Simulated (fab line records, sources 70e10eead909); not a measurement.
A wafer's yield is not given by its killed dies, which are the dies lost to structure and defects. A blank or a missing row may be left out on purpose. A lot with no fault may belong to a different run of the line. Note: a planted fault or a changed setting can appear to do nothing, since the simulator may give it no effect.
fab line records | flow nandHarc
[record] lots = 5 wafers = 15 lastDay = 32
route steps=1302 shown P_STI@107 P_GATE@110
lots untouched by any fault: they come from a run of this same line in which no faults occurred
startH: hours from the record's opening day to when the first of the lot's shown wafers began | waitH: time in hours since the lot's previous step | " the same as in the row above | L1.1+2: several wafers, shown together as one row | - no value, or no start given | * or withheld: withheld | < > ~ a bound
route shown NAME@n: NAME is a module with steps in the file, n the number in the route of the first one | usual: average and standard deviation across the fault-free wafers | same: alike in all rows | chamber/n: place in a boat | sites: each site's reading | _std_site: their standard deviation | _edge_site: inner sites' mean taken away from outer sites' mean | radiusMm: how far each site lies from the wafer's centre | mask NAME#n: copy n | behind: the tool/chamber that last shaped the wafer | hold: the reason the lot was held/the length of the hold in hours/how it ended | device: whichever transistor did not switch (one of n, p or np) | end of line: the route-end tests of the same wafers | for a step that has no rows: nothing shown but its recipe | killed: dies lost to structure and defects at the first sort, not the wafer's yield | map: the dies of a wafer, with x for killed, . for not killed, _ for no die there
set.NAME: the setting that was run; set.NAME@STEP: the one run at that earlier step | model.NAME: the simulator's own value behind a step, which no gauge read
a table for each step, a row for each wafer; lots at some steps of the route
services: from which hour (startH, from the record's first day; less than 0 if before it) a tool's chamber was out of use, for how many hours, and why
[[steps]]
[step NHARC_P_STI_SRD_39]
[step NHARC_P_STI_OXIDE_40]
[recipe] targetThkA = 100 tempC = 900 oxTimeS = 1362 material = SiO2
[step NHARC_P_STI_INSPECT_25]
[usual] rawDefectCount = 215/70
// columns lot.wafer tool chamber startH waitH rawDefectCount
L714.2 defectInspect-01 - 77.79 0.4 190
L714.3 " - " " 191
L714.4 " - " " 522
L717.2 defectInspect-02 - 104.83 0.4 334
L717.3 " - " " 152
L717.5 " - " " 200
L719.3 defectInspect-02 - 119.39 0.4 109
L719.4 " - " " 136
L719.6 " - " " 124
L732.1 defectInspect-02 - 255.54 0.4 250
L732.2 " - " " 181
L732.5 " - " " 135
L734.1 defectInspect-02 - 271.28 0.4 191
L734.2 " - " " 321
L734.3 " - " " 248
[step NHARC_P_GATE_ETCH_69]
[recipe] targetDepthA = 140 chemistry = dHF material = SiO2
[step NHARC_P_GATE_PRECLEAN_70]
[recipe] timeS = * tempC = 50 bathAgeMin = 0 chemistry = SC1
[step NHARC_P_GATE_SRD_01]
[step NHARC_P_GATE_OXIDE_02]
[recipe] targetThkA = 375 tempC = 950 pH2oTorr = 720 oxTimeS = 365 material = SiO2
[step NHARC_P_GATE_DEHYDRATE_03]
[recipe] tempC = 150 timeS = 120
[step NHARC_P_GATE_HMDS_04]
[recipe] timeS = 30
[step NHARC_P_GATE_COAT_05]
[recipe] spinRpm = 4690
[step NHARC_P_GATE_SOFTBAKE_06]
[recipe] tempC = 122 timeS = 95
[step NHARC_P_GATE_EBR_07]
[step NHARC_P_GATE_EXPOSE_08]
[recipe] na = 0.6 doseMj = 16.75 maskId = P_HV
[usual] stageVelMmS = 499.92/0.24
// columns lot.wafer tool chamber startH waitH mask stageVelMmS
L714.2 krfScanner-02 0 85.85 - P_HV#0 499.92
L714.3 " 0 " " P_HV#0 499.67
L714.4 " 0 " " P_HV#0 499.71
L717.2 krfScanner-03 0 113.15 - P_HV#0 499.69
L717.3 " 0 " " P_HV#0 499.65
L717.5 " 0 " " P_HV#0 499.89
L719.3 krfScanner-02 0 128.04 - P_PSD#0 500.11
L719.4 " 0 " " P_PSD#0 499.80
L719.6 " 0 " " P_PSD#0 500.17
L732.1 krfScanner-01 0 264.14 - P_HV#0 500.18
L732.2 " 0 " " P_HV#0 499.91
L732.5 " 0 " " P_HV#0 499.84
L734.1 krfScanner-01 0 279.42 - P_HV#0 499.88
L734.2 " 0 " " P_HV#0 500.06
L734.3 " 0 " " P_HV#0 500.14
[step NHARC_P_GATE_PEB_09]
[recipe] pebTempC = 118 pebTimeS = 85
[step NHARC_P_GATE_DEVELOP_10]
[recipe] timeS = 70
[step NHARC_P_GATE_CD_MEAS_11]
[recipe] targetCdNm = 1640 landingEnergyEv = 500
[usual] cdNm = 1639.8/1.5
// columns lot.wafer tool chamber startH waitH cdNm
L714.2 cdSem-02 0 86.01 - 1640.8
L714.3 " 0 " " 1638.8
L714.4 " 0 " " 1639.0
L717.2 cdSem-03 0 113.30 - 1640.5
L717.3 " 0 " " 1639.8
L717.5 " 0 " " 1640.0
L719.3 cdSem-03 0 128.19 - -
L719.4 " 0 " " -
L719.6 " 0 " " -
L732.1 cdSem-02 0 264.30 - 1641.8
L732.2 " 0 " " 1641.4
L732.5 " 0 " " 1639.6
L734.1 cdSem-01 0 279.58 - 1644.1
L734.2 " 0 " " 1640.0
L734.3 " 0 " " 1638.7
[step NHARC_P_GATE_HARDBAKE_12]
[recipe] tempC = 125 timeS = 80
[[services]]
// columns tool chamber startH hours kind
krfScanner-03 0 116.39 - calibration
krfScanner-02 0 125.71 - calibration
krfScanner-03 - 127.58 0.2 repair
krfScanner-01 0 138.07 - calibration
krfScanner-01 - 140.00 4.0 pm
krfScanner-02 - 141.23 4.0 pm
krfScanner-03 - 196.19 1.0 repair
krfScanner-01 - 216.12 0.5 repair
krfScanner-03 - 224.03 4.0 pm
krfScanner-01 - 239.80 3.7 repair
krfScanner-03 - 242.77 1.5 repair
krfScanner-02 - 257.71 25.7 repair
krfScanner-03 0 273.97 - calibration
[[key]]
[firstSign] step = NHARC_P_GATE_EXPOSE_08 reading = mask direction = changed
[effect] step = NHARC_P_GATE_CD_MEAS_11 reading = cdNm direction = missing
metAt NHARC_P_GATE_EXPOSE_08
struckWafers L719.3,L719.4,L719.6
laterRowsLeftOut L719.3,L719.4,L719.6
sortLeftOut L719.3,L719.4,L719.6
testerLeftOut L719
onsetBetween 85.85 128.04
[fault] kind = wrongMask tool = any chamber = - onsetH = 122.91 steps = NHARC_P_GATE_EXPOSE_08 auxCopy = P_PSD#0 scope = struckLotsOnly
// testerLeftOut: of these lots the tester's yield and bins aren't shown, on N5 and GAA mostly nor the transistor test; their killed dies are dies lost to structure and defects alone, not to doping, threshold or leakage, so they don't give the yield
// sortLeftOut: the simulated sort isn't trusted on such a fault, so these wafers' sort isn't shown, and their yield isn't known
// laterRowsLeftOut: the simulator's readings of these wafers behind a module that went badly wrong aren't trusted and aren't shown, but for the sort
